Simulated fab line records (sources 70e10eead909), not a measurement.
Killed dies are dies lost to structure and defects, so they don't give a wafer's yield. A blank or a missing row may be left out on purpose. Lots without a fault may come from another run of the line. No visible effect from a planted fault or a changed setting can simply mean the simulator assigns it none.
Chamber matching :: flow nand_harc :: pecvd-04 running NHARC_A_SLIT_DEP_25: 3 sister chambers
The step deposits SiO2, target thk 200 nm. 22 wafers are shown with their chamber, then 11 later ones without.

== WAFERS WITH THEIR CHAMBER ==
wafer: L074.1
chamber: 1
throttle_valve_pct (%): 15.3
heater_power_w (W): 411

wafer: L074.2
chamber: 0
throttle_valve_pct (%): 15.5
heater_power_w (W): 491

wafer: L074.3
chamber: 2
throttle_valve_pct (%): 16.0
heater_power_w (W): 514

wafer: L080.1
chamber: 0
throttle_valve_pct (%): 15.8
heater_power_w (W): 416

wafer: L080.4
chamber: 2
throttle_valve_pct (%): 16.2
heater_power_w (W): 527

wafer: L080.6
chamber: 0
throttle_valve_pct (%): 15.7
heater_power_w (W): 427

wafer: L081.1
chamber: 0
throttle_valve_pct (%): 15.8
heater_power_w (W): 482

wafer: L081.4
chamber: 0
throttle_valve_pct (%): 15.8
heater_power_w (W): 487

wafer: L081.5
chamber: 1
throttle_valve_pct (%): 15.3
heater_power_w (W): 542

wafer: L082.1
chamber: 2
throttle_valve_pct (%): 16.2
heater_power_w (W): 573

wafer: L082.4
chamber: 2
throttle_valve_pct (%): 16.3
heater_power_w (W): 599

wafer: L082.5
chamber: 0
throttle_valve_pct (%): 15.8
heater_power_w (W): 447

wafer: L085.1
chamber: 2
throttle_valve_pct (%): 15.4
heater_power_w (W): 618

wafer: L085.3
chamber: 1
throttle_valve_pct (%): 15.3
heater_power_w (W): 530

wafer: L085.4
chamber: 2
throttle_valve_pct (%): 15.7
heater_power_w (W): 467

wafer: L086.1
chamber: 2
throttle_valve_pct (%): 15.5
heater_power_w (W): 576

wafer: L086.2
chamber: 0
throttle_valve_pct (%): 14.7
heater_power_w (W): 493

wafer: L086.3
chamber: 1
throttle_valve_pct (%): 15.4
heater_power_w (W): 583

wafer: L089.1
chamber: 1
throttle_valve_pct (%): 15.1
heater_power_w (W): 532

wafer: L089.4
chamber: 1
throttle_valve_pct (%): 15.2
heater_power_w (W): 545

wafer: L089.5
chamber: 0
throttle_valve_pct (%): 14.6
heater_power_w (W): 475

wafer: L089.2
chamber: 0
throttle_valve_pct (%): 14.5
heater_power_w (W): 467

SIGNATURES (means of the wafers above)
reading: throttle_valve_pct
chamber 0: 15.356
chamber 1: 15.267
chamber 2: 15.900
scatter within a chamber: 0.43

reading: heater_power_w
chamber 0: 465.00
chamber 1: 523.83
chamber 2: 553.43
scatter within a chamber: 46.2
Rule: distance of a wafer from a chamber = root of the sum over the readings of ((wafer's reading minus chamber's mean) / reading's scatter) squared. The wafer belongs to the nearest chamber; if the next one is less than 2 further off, it can't be placed. The scatter: take each reading less its chamber's mean, square it, sum over the shown wafers, divide by the number of wafers less the number of chambers, and take the root.

== WAFERS WITHOUT THEIR CHAMBER ==
wafer: L089.3
throttle_valve_pct (%): 15.7
heater_power_w (W): 607

wafer: L089.6
throttle_valve_pct (%): 15.5
heater_power_w (W): 588

wafer: L092.1
throttle_valve_pct (%): 14.8
heater_power_w (W): 477

wafer: L092.2
throttle_valve_pct (%): 15.1
heater_power_w (W): 485

wafer: L092.3
throttle_valve_pct (%): 15.6
heater_power_w (W): 603

wafer: L094.4
throttle_valve_pct (%): 15.6
heater_power_w (W): 573

wafer: L094.5
throttle_valve_pct (%): 14.5
heater_power_w (W): 516

wafer: L094.6
throttle_valve_pct (%): 15.4
heater_power_w (W): 558

wafer: L095.1
throttle_valve_pct (%): 15.4
heater_power_w (W): 559

wafer: L095.2
throttle_valve_pct (%): 15.5
heater_power_w (W): 546

wafer: L095.5
throttle_valve_pct (%): 15.6
heater_power_w (W): 554

== EACH ONE'S CHAMBER ==
wafer: L089.3
from the rows above: can't be placed: 2 or 1 or 0
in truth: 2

wafer: L089.6
from the rows above: can't be placed: 2 or 1 or 0
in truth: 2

wafer: L092.1
from the rows above: can't be placed: 0 or 1 or 2
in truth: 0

wafer: L092.2
from the rows above: can't be placed: 0 or 1 or 2
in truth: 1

wafer: L092.3
from the rows above: can't be placed: 2 or 1 or 0
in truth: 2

wafer: L094.4
from the rows above: can't be placed: 2 or 1 or 0
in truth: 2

wafer: L094.5
from the rows above: can't be placed: 1 or 0 or 2
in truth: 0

wafer: L094.6
from the rows above: can't be placed: 1 or 2 or 0
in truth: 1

wafer: L095.1
from the rows above: can't be placed: 1 or 2 or 0
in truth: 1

wafer: L095.2
from the rows above: can't be placed: 1 or 2 or 0
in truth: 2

wafer: L095.5
from the rows above: can't be placed: 2 or 1 or 0
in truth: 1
0 of 11 placed correctly. These rows do not allow placing 11 (true chamber among the candidates in 11). Number placed wrongly: 0.
